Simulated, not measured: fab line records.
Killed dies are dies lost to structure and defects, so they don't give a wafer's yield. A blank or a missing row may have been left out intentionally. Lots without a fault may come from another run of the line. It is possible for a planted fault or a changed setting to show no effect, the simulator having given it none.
Which of the tools did it? + flow nand harc + 23 lots, 69 wafers sampled, at 3 steps of a route of 1159

## WHAT EACH GAUGE READ, for each wafer
NHARC_A_CHANNEL_FILL_D1_INSPECT_13. Usual: raw defect count 308, standard deviation 120.
| lot  | measured     | on                | raw defect count | flag |
|------|--------------|-------------------|------------------|------|
| L074 | day 10 08:29 | defect inspect-01 | 345 544 402      |      |
| L075 | day 11 00:48 | defect inspect-01 | 225 218 252      |      |
| L077 | day 11 05:14 | defect inspect-02 | 217 224 176      |      |
| L076 | day 11 16:33 | defect inspect-01 | 351 365 434      |      |
| L079 | day 11 16:33 | defect inspect-02 | 410 188 207      |      |
| L080 | day 12 17:37 | defect inspect-02 | 254 331 513      |      |
| L082 | day 12 17:46 | defect inspect-01 | 520 663 298      |      |
| L081 | day 12 17:55 | defect inspect-02 | 311 184 309      |      |
| L083 | day 12 23:22 | defect inspect-02 | 408 328 292      |      |
| L084 | day 13 10:37 | defect inspect-02 | 377 372 546      |      |
| L085 | day 13 17:01 | defect inspect-01 | 342 340 285      |      |
| L086 | day 13 16:51 | defect inspect-01 | 188 354 197      |      |
| L087 | day 14 13:16 | defect inspect-01 | 333 230 240      |      |
| L089 | day 14 13:26 | defect inspect-01 | 172 207 292      |      |
| L088 | day 14 18:15 | defect inspect-01 | 339 199 233      |      |
| L090 | day 14 18:05 | defect inspect-02 | 321 312 293      |      |
| L091 | day 14 18:05 | defect inspect-01 | 194 461 216      |      |
| L093 | day 15 09:32 | defect inspect-02 | 392 376 420      |      |
| L095 | day 15 09:32 | defect inspect-01 | 243 212 199      |      |
| L092 | day 15 14:27 | defect inspect-02 | 214 280 206      |      |
| L094 | day 15 14:27 | defect inspect-01 | 207 267 337      |      |
| L096 | day 16 02:50 | defect inspect-01 | 272 366 254      |      |
| L097 | day 16 02:51 | defect inspect-02 | 482 228 302      |      |

## WHICH TOOL RAN EACH LOT (tool, then ch and the chambers of the sampled wafers, then the start)
| lot  | NHARC_P_BONDPAD_ETCH_12                       | NHARC_A_CHANNEL_FILL_D1_ETCHBACK_20 |
|------|-----------------------------------------------|-------------------------------------|
| L074 | rie diel-03 ch 0,1,2, day 9 08:11 or earlier  | rie diel-02 ch 0,2,3, day 9 08:11   |
| L075 | rie diel-08 ch 0,1,3, day 9 21:32 or earlier  | rie diel-01 ch 0,2,3, day 9 21:32   |
| L077 | rie diel-03 ch 1,2, day 10 05:36 or earlier   | rie diel-06 ch 0,3, day 10 05:36    |
| L076 | rie diel-03 ch 0,2, day 10 05:36 or earlier   | rie diel-02 ch 1,2, day 10 05:36    |
| L079 | rie diel-03 ch 0,1,2, day 10 14:12 or earlier | rie diel-02 ch 0,2,3, day 10 14:12  |
| L080 | rie diel-03 ch 1,2,3, day 11 17:43 or earlier | rie diel-06 ch 0,2,3, day 11 17:43  |
| L082 | rie diel-03 ch 1,2,3, day 11 17:41 or earlier | rie diel-01 ch 0,3, day 11 17:41    |
| L081 | rie diel-03 ch 0,3, day 11 17:47 or earlier   | rie diel-02 ch 0,1,2, day 11 17:47  |
| L083 | rie diel-03 ch 2,3, day 11 23:32 or earlier   | rie diel-01 ch 1,2, day 11 23:32    |
| L084 | rie diel-03 ch 1,2,3, day 12 08:02 or earlier | rie diel-02 ch 0,2, day 12 08:02    |
| L085 | rie diel-03 ch 0,2,3, day 12 15:46 or earlier | rie diel-06 ch 0,1,3, day 12 15:46  |
| L086 | rie diel-03 ch 0,3, day 12 15:45 or earlier   | rie diel-02 ch 0,1, day 12 15:45    |
| L087 | rie diel-05 ch 0,2,3, day 13 13:13 or earlier | rie diel-01 ch 0,2,3, day 13 13:13  |
| L089 | rie diel-05 ch 0,1,2, day 13 13:11 or earlier | rie diel-02 ch 0,1, day 13 13:11    |
| L088 | rie diel-08 ch 0,1,3, day 13 16:46 or earlier | rie diel-06 ch 0,1,2, day 13 16:46  |
| L090 | rie diel-03 ch 0,1, day 13 16:49 or earlier   | rie diel-02 ch 0,1,3, day 13 16:49  |
| L091 | rie diel-03 ch 0,3, day 13 16:46 or earlier   | rie diel-01 ch 0,1,3, day 13 16:46  |
| L093 | rie diel-03 ch 0,1,3, day 14 09:24 or earlier | rie diel-02 ch 0,2, day 14 09:24    |
| L095 | rie diel-03 ch 0,1, day 14 09:19 or earlier   | rie diel-02 ch 0,2, day 14 09:19    |
| L092 | rie diel-03 ch 0,1,2, day 14 14:19 or earlier | rie diel-06 ch 0,1, day 14 14:19    |
| L094 | rie diel-03 ch 1,2, day 14 14:19 or earlier   | rie diel-02 ch 1,3, day 14 14:19    |
| L096 | rie diel-03 ch 0,1,3, day 15 03:01 or earlier | rie diel-01 ch 0,1,3, day 15 03:01  |
| L097 | rie diel-03 ch 0,1,3, day 15 03:01 or earlier | rie diel-06 ch 0,3, day 15 03:01    |
- NHARC_P_BONDPAD_ETCH_12: etches the open film in CHF3/O2, target depth 200 nm, time 100 s.
- NHARC_A_CHANNEL_FILL_D1_ETCHBACK_20: etches the open film in C4F8/O2/Ar, target depth 27 nm, time 13.5 s.

## WHAT THE TOOLS THEMSELVES READ (means of the sampled wafers that have a number; where no wafer has one, the mark that the record gives instead)
NHARC_P_BONDPAD_ETCH_12. Usual: bias w 200.0 W, standard deviation 0.6; drypump motor current A 5.3 A, standard deviation 0.5; oes product au 0.942 a.u., standard deviation 0.02; rf vpp V 369.9 V, standard deviation 2.6; showerhead plenum p Torr 2.36 Torr, standard deviation 0.11; throttle valve pct 20.573 %, standard deviation 0.0091.
| lot  | tool        | bias w (W) | drypump motor current A (A) | oes product au (a.u.) | rf vpp V (V) | showerhead plenum p Torr (Torr) | throttle valve pct (%) | flag |
|------|-------------|------------|-----------------------------|-----------------------|--------------|---------------------------------|------------------------|------|
| L074 | rie diel-03 | 200.1      | 5.1                         | 0.929                 | 371.4        | 2.38                            | 20.571                 |      |
| L075 | rie diel-08 | 200.1      | 5.6                         | 0.960                 | 371.2        | 2.45                            | 20.567                 |      |
| L077 | rie diel-03 | 199.1      | 5.0                         | 0.913                 | 369.6        | 2.36                            | 20.576                 |      |
| L076 | rie diel-03 | 199.7      | 5.5                         | 0.929                 | 368.5        | 2.32                            | 20.566                 |      |
| L079 | rie diel-03 | 200.1      | 5.1                         | 0.968                 | 370.1        | 2.38                            | 20.572                 |      |
| L080 | rie diel-03 | 200.3      | 5.3                         | 0.933                 | 369.0        | 2.30                            | 20.572                 |      |
| L082 | rie diel-03 | 199.9      | 5.3                         | 0.930                 | 368.2        | 2.30                            | 20.581                 |      |
| L081 | rie diel-03 | 200.1      | 5.3                         | 0.957                 | 369.8        | 2.33                            | 20.580                 |      |
| L083 | rie diel-03 | 199.8      | 5.7                         | 0.922                 | 367.5        | 2.25                            | 20.580                 |      |
| L084 | rie diel-03 | 200.3      | 5.3                         | 0.931                 | 368.1        | 2.30                            | 20.578                 |      |
| L085 | rie diel-03 | 200.0      | 5.4                         | 0.958                 | 367.7        | 2.32                            | 20.571                 |      |
| L086 | rie diel-03 | 200.2      | 5.3                         | 0.926                 | 368.6        | 2.33                            | 20.586                 |      |
| L087 | rie diel-05 | 199.9      | 6.0                         | 0.924                 | 372.6        | 2.47                            | 20.574                 |      |
| L089 | rie diel-05 | 200.3      | 5.9                         | 0.973                 | 373.3        | 2.51                            | 20.568                 |      |
| L088 | rie diel-08 | 199.9      | 5.6                         | 0.956                 | 371.4        | 2.44                            | 20.579                 |      |
| L090 | rie diel-03 | 199.8      | 4.7                         | 0.973                 | 371.7        | 2.43                            | 20.579                 |      |
| L091 | rie diel-03 | 200.1      | 5.1                         | 0.950                 | 370.8        | 2.40                            | 20.566                 |      |
| L093 | rie diel-03 | 199.9      | 5.0                         | 0.970                 | 370.2        | 2.38                            | 20.569                 |      |
| L095 | rie diel-03 | 200.2      | 4.7                         | 0.930                 | 372.2        | 2.46                            | 20.567                 |      |
| L092 | rie diel-03 | 199.8      | 5.1                         | 0.927                 | 369.8        | 2.38                            | 20.570                 |      |
| L094 | rie diel-03 | 199.7      | 5.3                         | 0.927                 | 368.3        | 2.30                            | 20.576                 |      |
| L096 | rie diel-03 | 199.9      | 5.0                         | 0.952                 | 371.1        | 2.38                            | 20.583                 |      |
| L097 | rie diel-03 | 199.9      | 5.0                         | 0.924                 | 369.9        | 2.38                            | 20.573                 |      |

NHARC_A_CHANNEL_FILL_D1_ETCHBACK_20. Usual: bias w 1500 W, standard deviation 4.4; oes product au 0.96 a.u., standard deviation 0.038; rf vpp V 978 V, standard deviation 5.8.
| lot  | tool        | bias w (W) | oes product au (a.u.) | rf vpp V (V) | flag |
|------|-------------|------------|-----------------------|--------------|------|
| L074 | rie diel-02 | 1503       | 1.01                  | 978          |      |
| L075 | rie diel-01 | 1496       | 0.99                  | 975          |      |
| L077 | rie diel-06 | 1496       | 0.92                  | 979          |      |
| L076 | rie diel-02 | 1499       | 1.00                  | 984          |      |
| L079 | rie diel-02 | 1503       | 1.00                  | 976          |      |
| L080 | rie diel-06 | 1502       | 1.00                  | 983          |      |
| L082 | rie diel-01 | 1496       | 1.00                  | 975          |      |
| L081 | rie diel-02 | 1496       | 0.92                  | 979          |      |
| L083 | rie diel-01 | 1499       | 0.93                  | 980          |      |
| L084 | rie diel-02 | 1505       | 0.92                  | 979          |      |
| L085 | rie diel-06 | 1507       | 1.00                  | 977          |      |
| L086 | rie diel-02 | 1495       | 0.92                  | 977          |      |
| L087 | rie diel-01 | 1499       | 0.93                  | 974          |      |
| L089 | rie diel-02 | 1500       | 1.01                  | 976          |      |
| L088 | rie diel-06 | 1498       | 1.00                  | 977          |      |
| L090 | rie diel-02 | 1504       | 0.94                  | 977          |      |
| L091 | rie diel-01 | 1504       | 0.92                  | 979          |      |
| L093 | rie diel-02 | 1502       | 0.92                  | 979          |      |
| L095 | rie diel-02 | 1506       | 0.93                  | 978          |      |
| L092 | rie diel-06 | 1498       | 1.00                  | 973          |      |
| L094 | rie diel-02 | 1501       | 0.93                  | 982          |      |
| L096 | rie diel-01 | 1505       | 1.00                  | 979          |      |
| L097 | rie diel-06 | 1502       | 0.93                  | 980          |      |

## THE ANSWER, worked out from the rows above alone
Rule: take the mean of a lot's wafers that have a number; if it is more than 3 standard deviations from the usual mean, the lot is off. A lot without any number at a reading at which 4 lots or more have one is off too. All remaining lots with rows at the step are treated as sound. The gauges are gone through in route order, then the tools' own readings, and for those a lot's mean is taken as printed above. At the first step where some lot is off, the reading lying furthest off is the one used; lots without a number count as furthest.
Across all readings shown, no lot is off: no conclusion can be drawn from this.

## WHAT THE SIMULATOR HAD PUT IN
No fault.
